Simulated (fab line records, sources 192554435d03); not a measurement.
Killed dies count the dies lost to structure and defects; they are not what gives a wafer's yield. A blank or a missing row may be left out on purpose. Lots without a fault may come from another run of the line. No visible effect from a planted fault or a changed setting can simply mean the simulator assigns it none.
Split-lot trial    flow n5 finfet    7 lots, 21 wafers read, on a route of 1938 steps

## ABOUT THE SPLIT
At N5_BEOL_M14_EXPOSE_07 (exposes mask V13), the setting dose mj was moved away from the recipe's 57 on 6 of the 21 wafers read, by -4.2% to +2.3%. For the rest of the wafers, this setting stayed at what the recipe calls for.

## FROM THE SPLIT TO THE READING: what the file shows between them, 6 steps
- N5_BEOL_M14_PEB_08: peb time 90 s
- N5_BEOL_M14_DEVELOP_09: develop time 45 s
- N5_BEOL_M14_HARDBAKE_14: time 120 s
- N5_BEOL_M14_CD_MEAS_10: target cd 250 nm
- N5_BEOL_M14_STRIP_71: strips in post etch residue remover, time 60 s
- N5_BEOL_M14_SRD_72: time 30 s, dry time 30 s

## THE READING
cd nm, in nm, at N5_BEOL_M14_CD_MEAS_17 (target cd 250 nm). A value of 251.6 nm with a standard deviation of 1.5 nm is what fault-free wafers of this fab line usually give.

wafer   tool, chamber at the split  dose mj as run  against the recipe  cd nm, nm  against lot-mates on the recipe
L077.1  krf scanner-02, 0           57              recipe              253.6      -
L077.4  krf scanner-02, 0           57              recipe              252.1      -
L077.6  krf scanner-02, 0           57              recipe              254.0      -
L079.3  krf scanner-02, 0           57              recipe              254.2      -
L079.5  krf scanner-02, 0           57              recipe              253.5      -
L079.6  krf scanner-02, 0           57              recipe              253.8      -
L080.2  krf scanner-01, 0           58.24           +2.2%               255.3      +4.2
L080.3  krf scanner-01, 0           58.24           +2.2%               255.6      +4.5
L080.4  krf scanner-01, 0           57              recipe              251.1      -
L083.3  krf scanner-01, 0           58.32           +2.3%               257.6      +4.1
L083.4  krf scanner-01, 0           57              recipe              253.5      -
L083.5  krf scanner-01, 0           58.32           +2.3%               259.0      +5.5
L085.1  krf scanner-02, 0           54.63           -4.2%               242.5      -5.9
L085.5  krf scanner-02, 0           57              recipe              249.2      -
L085.6  krf scanner-02, 0           57              recipe              247.7      -
L088.1  krf scanner-02, 0           57              recipe              251.2      -
L088.5  krf scanner-02, 0           55              -3.5%               246.1      -4.8
L088.6  krf scanner-02, 0           57              recipe              250.5      -
L090.1  krf scanner-01, 0           57              recipe              252.6      -
L090.3  krf scanner-01, 0           57              recipe              250.2      -
L090.4  krf scanner-01, 0           57              recipe              253.9      -

THE FIT
A straight line over all 21 wafers: cd nm changes by +2.09 nm for each +1% of dose mj; r = +0.88; the points scatter about the line by 1.9 nm.
The same after taking each lot's own level away (the mean of its wafers on the recipe; 21 wafers): +1.65 nm for each +1%; r = +0.95; scatter 0.9 nm.
The reading moves by 6.9 nm for the largest change in dose mj, on that fit.
The span of the lots' own levels, 248.45 to 253.83 nm, comes to 3.6 times the standard deviation stated above.
So the slope is not independent of the lot-to-lot level: the two fits are not the same.
Check: with one of the wafers moved furthest among these (-4.2%) left out of the fit, the line predicts -7.06 nm for it against its lot-mates. It came out at -5.95 nm against them.

## THE OTHER SPLITS THESE WAFERS WENT THROUGH
These wafers also went through other splits before the reading. Each is held against what the fit with the lots' levels taken away leaves over:
other split on the same wafers  wafers away from the commonest value  r with cd nm (lot level and that fit taken away)
N5_BEOL_M13_EXPOSE_07 dose mj   5                                     -0.19

## THE WHOLE CHAIN: every reading that the file lists as answering this split, in the file's order
step                    what it does      reading  change (the file's fit)               r (the file's)
N5_BEOL_M14_CD_MEAS_10  target cd 250 nm  cd nm    +1.62 nm for each +1% of the setting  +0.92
N5_BEOL_M14_CD_MEAS_17  target cd 250 nm  cd nm    +1.55 nm for each +1% of the setting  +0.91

## THE FILE'S OWN FIT
cd nm changes by +1.55 nm for each +1% of dose mj, r = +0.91.
